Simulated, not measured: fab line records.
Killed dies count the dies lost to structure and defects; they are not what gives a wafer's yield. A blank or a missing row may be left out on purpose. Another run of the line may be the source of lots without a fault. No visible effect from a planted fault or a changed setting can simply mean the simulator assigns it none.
Which of the tools did it? | flow n5Finfet | 36 wafers sampled from 12 lots at 1 step of a route of 1938

## WHAT THE GAUGES SHOWED, per wafer
N5_BEOL_M4_OVL_MEAS_29.
lot  | measured     | on         | V3_OVL (nm)
L075 | day 7 21:14  | overlay-01 | 0.0 0.0 -0.2
L077 | day 8 05:44  | overlay-02 | -0.1 0.5 0.4
L079 | day 9 04:29  | overlay-01 | 0.6 -0.2 0.2
L081 | day 9 19:16  | overlay-01 | 0.4 0.5 0.3
L083 | day 10 00:23 | overlay-02 | -0.5 0.2 -0.6
L085 | day 10 10:11 | overlay-02 | 0.1 0.3 0.7
L086 | day 10 16:02 | overlay-01 | -0.4 0.2 0.3
L089 | day 11 21:24 | overlay-02 | -0.8 -1.0 -0.9
L091 | day 12 08:52 | overlay-02 | -0.5 0.4 -1.1
L092 | day 12 16:28 | overlay-01 | 0.6 0.6 -0.1
L094 | day 13 05:23 | overlay-02 | -1.2 -0.3 -0.6
L096 | day 13 08:14 | overlay-01 | -0.5 -0.6 -0.5

## TOOL THAT RAN EACH LOT (tool first, then ch and the chambers of the sampled wafers, then the start)
The record shows no process step preceding these readings.

## THE ANSWER, worked out from the rows above alone
Rule: what is usual is taken from the lots themselves. The widest of any qualifying gaps counts: lots, ordered by their means at a reading, are off when they make up no more than a third of the lots, leave a main group of 4 or more, and stand apart from it by 3 or more times the standard deviation of that group's means. A main group is skipped when, at the precision printed for the reading in the tables above, its means are all equal. A lot without any number at a reading at which 4 lots or more have one is off too. The other lots that the step has rows for count as sound.
Across all readings shown, no lot is off: no conclusion can be drawn from this.

## WHAT WAS PUT IN BY THE SIMULATOR
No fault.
